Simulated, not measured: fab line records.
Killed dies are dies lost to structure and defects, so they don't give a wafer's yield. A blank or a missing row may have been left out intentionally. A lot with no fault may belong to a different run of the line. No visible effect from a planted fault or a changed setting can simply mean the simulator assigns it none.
Code-filled problem report in 8D (eight disciplines) form | flow n5Finfet | the parts of the form that need people (team, actions taken, sign-off) are left out

## 1. WHAT WENT WRONG
Wafers without a fault read 1625.1 rpm, standard deviation 1.1; spinSpeedRpm at N5_BEOL_M12_COAT_04 reads a mean of 1458.9 rpm on 6 wafers belonging to 2 lots. So: -99 or more standard deviations from the usual mean.
The step: resist thk 400 nm.
First observed at day 15 14:32: wafer L767.1, on lithoTrack-02. The record has a number at this step for 30 wafers belonging to 10 lots. Rule for "out" (also "out of limits"): further than 4 standard deviations from the usual mean. Any other wafer with a number is counted as sound.

## 2. WHAT IT IS; WHAT IT IS NOT
question                    | is                     | is not
which readings at this step | spinSpeedRpm           | dispensePressureKPa
which lots                  | L767, L768             | L754, L756, L758, L759, L764, L766, L769, L773
which wafers of those lots  | all that have a number | -
read on which tools         | lithoTrack-02          | lithoTrack-03, lithoTrack-05
when                        | from day 15 14:32      | up to then (21 sound wafers); but 3 sound wafers of L773 came after

## 3. THE SUSPECTS, EACH WITH WHAT RULES IT OUT
Counting: a tool at a process step up to the reading stays a suspect if it ran every lot that is out and no sound lot after the first of them.
- rieDiel-05 at N5_BEOL_M11_ETCH_41 (etches SiCN in CH3F/O2, target depth 42.6 nm, time 86 s): kept. All lots that are out passed through it, beginning with L767 at day 15 10:47, and no sound lot followed; its final sound lot before that point was L769 at day 14 16:59. Because N5_BEOL_M11_ETCH_41 lacks a start for some lots, the hours and order of its lots are taken from N5_BEOL_M11_PRE_CLEAN_45.
- lithoTrack-02 at N5_BEOL_M12_COAT_04 (resist thk 400 nm): kept. All lots that are out passed through it, beginning with L767 at day 15 14:32, and no sound lot followed; its final sound lot before that point was L766 at day 15 14:22. Its own spinSpeedRpm readings are out on those wafers.
What counting leaves: rieDiel-05 at N5_BEOL_M11_ETCH_41 and lithoTrack-02 at N5_BEOL_M12_COAT_04.

## 4. THE CAUSE (what the simulator had put in)
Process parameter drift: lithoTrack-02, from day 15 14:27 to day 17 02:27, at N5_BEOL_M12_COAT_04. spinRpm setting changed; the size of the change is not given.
Of the 2 suspects that counting leaves, this tool is one.

## 5. SEQUENCE OF EFFECTS, ordered by route
Each row: a reading where the mean over the struck wafers with a number is more than 3 standard deviations away from the usual. Readings are gone through only where the record gives a usual standard deviation; hours: the median, over the lots, of the time from a lot's start at the first step in this table giving one to that lot's start at this step; sigmas: the change measured in usual standard deviations.
hours | step                 | reading              | usual      | on struck wafers | change | sigmas
0     | N5_BEOL_M12_COAT_04  | spinSpeedRpm         | 1625.1 rpm | 1458.9           | -166.2 | -99 or more
1     | N5_BEOL_M12_STRIP_63 | stripTimeToEndpointS | 42.4 s     | 48.4             | +6.0   | +6.4
Process steps it contains:
- N5_BEOL_M12_COAT_04: resist thk 400 nm.
- N5_BEOL_M12_STRIP_63: strips in N2/H2.

## 6. HOW IT WOULD HAVE BEEN CAUGHT EARLIER
0 hours passed between the start of the fault at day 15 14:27 and the first reading out of limits in this record, taken at day 15 14:32.
